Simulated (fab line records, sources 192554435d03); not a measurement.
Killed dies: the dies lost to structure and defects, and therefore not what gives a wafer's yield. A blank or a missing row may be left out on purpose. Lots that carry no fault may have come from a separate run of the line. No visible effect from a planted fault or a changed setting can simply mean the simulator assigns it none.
Which of the tools did it? | flow n5_finfet | Sampling: 8 lots, 24 wafers, 5 of 1938 route steps

== WHAT THE GAUGES READ, wafer by wafer ==
N5_FIN_CUT_INSPECT_10: inspects for defects (brightfield).
lot  | measured    | on                | raw_defect_count
L937 | day 2 14:44 | defect_inspect-02 | 37 30 33
L938 | day 2 21:33 | defect_inspect-01 | 48 61 41
L939 | day 3 02:25 | defect_inspect-02 | 28 29 28
L945 | day 4 14:29 | defect_inspect-02 | 41 65 80
L947 | day 5 04:12 | defect_inspect-02 | 57 43 37
L950 | day 5 20:36 | defect_inspect-01 | 62 455 37
L951 | day 6 02:37 | defect_inspect-01 | 40 42 60
L952 | day 6 09:23 | defect_inspect-01 | 42 78 51

== EACH LOT AND THE TOOL THAT RAN IT (in order: tool; ch and the chambers of the sampled wafers; start) ==
lot  | N5_FIN_SAQP_ALD_61               | N5_FIN_SAQP_HM_DEP_03          | N5_FIN_SAQP_ETCH_51               | N5_FIN_SAQP_MANDREL_ETCH_22
L937 | ald_sin-02 ch 0,1,3, day 2 08:45 | pecvd-03 ch 0,1,2, day 2 09:19 | rie_diel-06 ch 1,2,3, day 2 10:10 | rie_si-05 ch 0,1,2, day 2 10:25
L938 | ald_sin-02 ch 0,1, day 2 14:56   | pecvd-04 ch 0,1, day 2 15:32   | rie_diel-06 ch 0,3, day 2 16:29   | rie_si-01 ch 0,1,2, day 2 16:44
L939 | ald_sin-04 ch 0,1,2, day 2 20:03 | pecvd-02 ch 0,1, day 2 20:30   | rie_diel-02 ch 0,2,3, day 2 21:25 | rie_si-01 ch 1,2,3, day 2 21:40
L945 | ald_sin-02 ch 0,2, day 4 08:23   | pecvd-03 ch 1,2, day 4 08:55   | rie_diel-02 ch 1,2,3, day 4 09:42 | rie_si-03 ch 0,1,2, day 4 09:57
L947 | ald_sin-02 ch 1,2,3, day 4 21:49 | pecvd-02 ch 0,1,2, day 4 22:14 | rie_diel-06 ch 0,1,2, day 4 23:02 | rie_si-05 ch 1,2,3, day 4 23:17
L950 | ald_sin-01 ch 1,2, day 5 13:55   | pecvd-02 ch 0,1, day 5 14:20   | rie_diel-05 ch 0,1,3, day 5 15:12 | rie_si-03 ch 1,2,3, day 5 15:26
L951 | ald_sin-01 ch 2,3, day 5 20:10   | pecvd-03 ch 0,1, day 5 20:38   | rie_diel-06 ch 1,3, day 5 21:33   | rie_si-05 ch 0,3, day 5 21:47
L952 | ald_sin-02 ch 0,1,3, day 6 02:51 | pecvd-03 ch 0,2, day 6 03:24   | rie_diel-06 ch 2,3, day 6 04:22   | rie_si-01 ch 1,2,3, day 6 04:37
- N5_FIN_SAQP_ALD_61: deposits SiO2, target thk 4 nm, pulse time 1 s, purge time 2 s.
- N5_FIN_SAQP_HM_DEP_03: deposits SiNx from SiH4/NH3/N2, target thk 38 nm, time 33.6 s.
- N5_FIN_SAQP_ETCH_51: etches SiARC in CF4, target depth 45.5 nm, time 75.8 s.
- N5_FIN_SAQP_MANDREL_ETCH_22: etches a-Si in HBr/Cl2, stops on SiNx, target depth 60 nm, bt time 10 s, time 30 s.

== THE ANSWER, worked out from the rows above alone ==
Rule: the lots themselves supply what counts as usual. The widest of any qualifying gaps counts: lots, ordered by their means at a reading, are off when they make up no more than a third of the lots, leave a main group of 4 or more, and stand apart from it by 3 or more times the standard deviation of that group's means. If all means in a main group match to the digits the tables above print for the reading, that group is not used. Also off: a lot with no number at a reading for which 4 or more lots have one. All remaining lots with rows at the step are treated as sound.
Off: L950 (N5_FIN_CUT_INSPECT_10, raw_defect_count). Mean 46 and standard deviation 11 in the main group.
If a tool, at a process step before that reading, ran all the lots that are off and no sound lot after the first of them, it fits. Those tools and the gauges at N5_FIN_CUT_INSPECT_10 are tried in the same way. Can't be told from this: 3 tools fit, pecvd-02 at N5_FIN_SAQP_HM_DEP_03, rie_diel-05 at N5_FIN_SAQP_ETCH_51, rie_si-03 at N5_FIN_SAQP_MANDREL_ETCH_22.

== WHAT THE SIMULATOR HAD PUT IN ==
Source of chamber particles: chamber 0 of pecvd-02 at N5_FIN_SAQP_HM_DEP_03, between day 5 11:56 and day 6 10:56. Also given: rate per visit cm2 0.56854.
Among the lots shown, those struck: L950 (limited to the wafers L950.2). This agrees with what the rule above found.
